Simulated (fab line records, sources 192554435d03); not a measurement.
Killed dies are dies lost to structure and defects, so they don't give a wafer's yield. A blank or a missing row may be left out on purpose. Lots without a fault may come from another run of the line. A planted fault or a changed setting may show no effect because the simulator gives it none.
Chamber matching | flow n5_finfet | N5_MOL_CONTACT_COAG_ALD_123 on ald_sin-01: 4 sister chambers
The step deposits SiNx, target thk 5 nm, pulse time 1 s, purge time 2 s. 8 wafers are shown with their chamber, then 9 later ones without.

WAFERS WITH THEIR CHAMBER
wafer  | chamber | heater_power_w (W) | precursor_pulse_height_rel
L074.2 | 3       | 734                | 0.982
L084.4 | 1       | 846                | 0.979
L084.5 | 3       | 727                | 1.000
L088.1 | 1       | 828                | 1.030
L088.2 | 2       | 678                | 0.997
L090.1 | 2       | 666                | 1.010
L090.4 | 0       | 881                | 1.036
L090.6 | 0       | 874                | 1.018

WAFERS WITHOUT THEIR CHAMBER
wafer  | heater_power_w (W) | precursor_pulse_height_rel
L093.1 | 897                | 0.968
L093.5 | 723                | 1.028
L093.6 | 674                | 1.015
L094.2 | 876                | 1.034
L094.3 | 669                | 1.019
L094.5 | 674                | 0.991
L097.2 | 689                | 0.979
L097.3 | 814                | 1.008
L097.6 | 685                | 1.002

WHICH CHAMBER EACH WENT THROUGH
wafer  | from the rows above | in truth
L093.1 | 0                   | 0
L093.5 | 3                   | 3
L093.6 | 2                   | 2
L094.2 | 0                   | 0
L094.3 | 2                   | 2
L094.5 | 2                   | 2
L097.2 | 2                   | 2
L097.3 | 1                   | 1
L097.6 | 2                   | 2
Placed correctly: 9 of 9. Can't be placed from these rows: 0. Placed wrongly: 0.
How it was worked out, from the rows above alone: a wafer's distance from a chamber is the root of the sum, over the readings, of the square of ((its reading less the chamber's mean) divided by the reading's scatter). The wafer belongs to the nearest chamber; if the next one is less than 2 further off, it can't be placed. A chamber's mean is the mean of its shown wafers. The scatter: the root of (the sum of the squares of (reading less its chamber's mean) over the shown wafers, divided by (wafers less chambers)).
